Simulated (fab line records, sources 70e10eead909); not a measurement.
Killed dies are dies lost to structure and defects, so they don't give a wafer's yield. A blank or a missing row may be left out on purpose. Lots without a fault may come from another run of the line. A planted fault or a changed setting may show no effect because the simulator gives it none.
Which tool did it? | flow nand_harc | 6 lots, 18 wafers sampled, at 4 steps of a route of 1302

WHAT THE GAUGES READ, wafer by wafer
NHARC_P_CONTACT_CD_MEAS_12: target cd 90 nm.
lot  | measured     | on        | cd_nm (nm)
L351 | day 7 12:11  | cd_sem-02 | 89.3 89.7 89.7
L362 | day 11 19:27 | cd_sem-03 | 89.8 89.5 88.9
L361 | day 11 21:29 | cd_sem-02 | 90.1 90.0 89.7
L364 | day 12 19:59 | cd_sem-01 | 89.7 90.4 89.9
L368 | day 14 05:49 | cd_sem-01 | 91.0 90.4 90.4
L369 | day 14 17:49 | cd_sem-03 | 89.7 89.5 89.4

WHICH TOOL RAN EACH LOT (tool, then ch and the chambers of the sampled wafers, then the start)
lot  | NHARC_P_GATE_RTA_80              | NHARC_P_CONTACT_CMP_01        | NHARC_P_CONTACT_EXPOSE_09
L351 | rtp_anneal-01 ch 0, day 7 09:54  | cmp-02 ch 0,1,2, day 7 11:23  | arfi_scanner-02 ch 0, day 7 12:03
L362 | rtp_anneal-02 ch 0, day 11 17:07 | cmp-03 ch 1,2,3, day 11 18:37 | arfi_scanner-03 ch 0, day 11 19:19
L361 | rtp_anneal-02 ch 0, day 11 19:07 | cmp-01 ch 0,2,3, day 11 20:39 | arfi_scanner-03 ch 0, day 11 21:21
L364 | rtp_anneal-02 ch 0, day 12 17:53 | cmp-01 ch 0,2,3, day 12 19:19 | arfi_scanner-01 ch 0, day 12 19:51
L368 | rtp_anneal-01 ch 0, day 14 03:41 | cmp-02 ch 1,3, day 14 05:06   | arfi_scanner-03 ch 0, day 14 05:40
L369 | rtp_anneal-02 ch 0, day 14 15:35 | cmp-01 ch 1,2,3, day 14 17:02 | arfi_scanner-01 ch 0, day 14 17:41
- NHARC_P_GATE_RTA_80: time 30 s.
- NHARC_P_CONTACT_CMP_01: polishes SiO2, target thk 200 nm.
- NHARC_P_CONTACT_EXPOSE_09: exposes mask P CA, target cd 90 nm.

THE ANSWER, worked out from the rows above alone
Rule: what is usual is taken from the lots themselves. Put in order of their means at a reading, lots are off if they are a third of the lots or fewer, leave a main group of 4 or more, and stand apart from it by a gap of 3 or more times the standard deviation of the main group's means; of several such gaps the widest counts. A main group whose means are all the same, to the digits that the tables above print for the reading, isn't used. A lot without any number at a reading at which 4 lots or more have one is off too. The other lots that the step has rows for count as sound.
No lot is off at any reading shown: from this, nothing can be told.

WHAT THE SIMULATOR HAD PUT IN
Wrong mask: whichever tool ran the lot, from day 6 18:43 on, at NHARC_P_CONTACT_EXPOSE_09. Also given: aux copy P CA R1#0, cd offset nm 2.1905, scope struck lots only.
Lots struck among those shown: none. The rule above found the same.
